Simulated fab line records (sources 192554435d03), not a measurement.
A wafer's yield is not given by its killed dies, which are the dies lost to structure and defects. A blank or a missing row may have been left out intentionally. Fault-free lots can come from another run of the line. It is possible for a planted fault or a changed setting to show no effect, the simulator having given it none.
Split-lot trial + flow n5-finfet + on a route of 1938 steps: 7 lots, 39 wafers read

THE SPLIT
At N5_SD_EPI_N_EPI_21 (deposits Si:P, time 690 s), the setting dopant-conc-cm3 was moved away from the recipe's 2e+21 on 12 of the 39 wafers read, by -15.3% to +9.1%. This setting was run at the recipe's value on the other wafers.

FROM THE SPLIT TO THE READING: what the file shows between them, 3 steps
- N5_SD_EPI_N_PRECLEAN_24: cleans in O3/DIW, time 60 s
- N5_SD_ACTIVATION_RTA_00: time 0 s
- N5_SD_ACTIVATION_LSA_01: time 0.0008 s

THE READING
RS_SD_N (ohm/sq), read at N5_SD_ACTIVATION_RS_MEAS_03 with a four-point probe. On this fab line, fault-free wafers typically give 21.9 ohm/sq with a standard deviation of 0.32 ohm/sq.

| wafer  | tool, chamber at the split | dopant-conc-cm3 as run | against the recipe | RS_SD_N, ohm/sq | against lot-mates on the recipe |
|--------|----------------------------|------------------------|--------------------|-----------------|---------------------------------|
| L074.1 | epi-rpcvd-02, 0            | 2.175e+21              | +8.7%              | 21.3            | -0.4                            |
| L074.2 | epi-rpcvd-02, 0            | 2e+21                  | recipe             | 21.7            | -                               |
| L074.3 | epi-rpcvd-02, 0            | 2e+21                  | recipe             | 21.5            | -                               |
| L074.4 | epi-rpcvd-02, 0            | 2.175e+21              | +8.7%              | 21.3            | -0.4                            |
| L074.5 | epi-rpcvd-02, 0            | 2e+21                  | recipe             | 21.8            | -                               |
| L074.6 | epi-rpcvd-02, 0            | 2.175e+21              | +8.7%              | 21.0            | -0.7                            |
| L076.1 | epi-rpcvd-02, 0            | 2e+21                  | recipe             | 21.5            | -                               |
| L076.2 | epi-rpcvd-02, 0            | 2e+21                  | recipe             | 21.8            | -                               |
| L076.3 | epi-rpcvd-02, 0            | 2e+21                  | recipe             | 21.6            | -                               |
| L076.4 | epi-rpcvd-02, 0            | 2e+21                  | recipe             | 21.8            | -                               |
| L076.5 | epi-rpcvd-02, 0            | 2e+21                  | recipe             | 21.5            | -                               |
| L076.6 | epi-rpcvd-02, 0            | 2e+21                  | recipe             | 21.7            | -                               |
| L077.1 | epi-rpcvd-02, 0            | 2e+21                  | recipe             | 21.6            | -                               |
| L077.2 | epi-rpcvd-02, 0            | 2e+21                  | recipe             | 21.4            | -                               |
| L077.3 | epi-rpcvd-02, 0            | 2e+21                  | recipe             | 21.5            | -                               |
| L077.4 | epi-rpcvd-02, 0            | 1.693e+21              | -15.3%             | 22.3            | +0.8                            |
| L077.5 | epi-rpcvd-02, 0            | 1.693e+21              | -15.3%             | 22.5            | +1.0                            |
| L077.6 | epi-rpcvd-02, 0            | 1.693e+21              | -15.3%             | 22.4            | +0.9                            |
| L082.1 | epi-rpcvd-01, 0            | 2e+21                  | recipe             | 21.2            | -                               |
| L082.4 | epi-rpcvd-01, 0            | 2e+21                  | recipe             | 21.4            | -                               |
| L082.5 | epi-rpcvd-01, 0            | 2e+21                  | recipe             | 21.4            | -                               |
| L091.1 | epi-rpcvd-02, 0            | 1.915e+21              | -4.2%              | 22.2            | +0.3                            |
| L091.2 | epi-rpcvd-02, 0            | 1.915e+21              | -4.2%              | 22.5            | +0.6                            |
| L091.3 | epi-rpcvd-02, 0            | 2e+21                  | recipe             | 21.8            | -                               |
| L091.4 | epi-rpcvd-02, 0            | 2e+21                  | recipe             | 22.0            | -                               |
| L091.5 | epi-rpcvd-02, 0            | 1.915e+21              | -4.2%              | 22.2            | +0.3                            |
| L091.6 | epi-rpcvd-02, 0            | 2e+21                  | recipe             | 21.8            | -                               |
| L093.1 | epi-rpcvd-02, 0            | 2e+21                  | recipe             | 21.9            | -                               |
| L093.2 | epi-rpcvd-02, 0            | 2e+21                  | recipe             | 22.0            | -                               |
| L093.3 | epi-rpcvd-02, 0            | 2e+21                  | recipe             | 21.6            | -                               |
| L093.4 | epi-rpcvd-02, 0            | 2e+21                  | recipe             | 21.7            | -                               |
| L093.5 | epi-rpcvd-02, 0            | 2e+21                  | recipe             | 22.1            | -                               |
| L093.6 | epi-rpcvd-02, 0            | 2e+21                  | recipe             | 21.4            | -                               |
| L094.1 | epi-rpcvd-03, 0            | 2e+21                  | recipe             | 22.1            | -                               |
| L094.2 | epi-rpcvd-03, 0            | 2.183e+21              | +9.1%              | 21.4            | -0.6                            |
| L094.3 | epi-rpcvd-03, 0            | 2.183e+21              | +9.1%              | 21.4            | -0.6                            |
| L094.4 | epi-rpcvd-03, 0            | 2.183e+21              | +9.1%              | 21.6            | -0.4                            |
| L094.5 | epi-rpcvd-03, 0            | 2e+21                  | recipe             | 21.9            | -                               |
| L094.6 | epi-rpcvd-03, 0            | 2e+21                  | recipe             | 22.0            | -                               |

THE FIT
A straight line over all 39 wafers: RS_SD_N changes by -0.0477 ohm/sq for each +1% of dopant-conc-cm3; r = -0.74; the points scatter about the line by 0.25 ohm/sq.
The same after taking each lot's own level away (the mean of its wafers on the recipe; 39 wafers): -0.0594 ohm/sq for each +1%; r = -0.92; scatter 0.15 ohm/sq.
The reading moves by 0.91 ohm/sq for the largest change in dopant-conc-cm3, on that fit.
Measured against the standard deviation above, the lots' own levels, which go from 21.33 to 22.00 ohm/sq, span 2.1 times it.
So the lot-to-lot level blurs the effect unless lot-mates are compared.
Check: +0.965 ohm/sq against its lot-mates is what the line predicts for one of the wafers moved furthest among these (-15.3%) when that wafer is left out of the fit. It came out at +0.8 ohm/sq against them.

FILE'S OWN FIT
RS_SD_N changes by -0.0585 ohm/sq for each +1% of dopant-conc-cm3, r = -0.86.
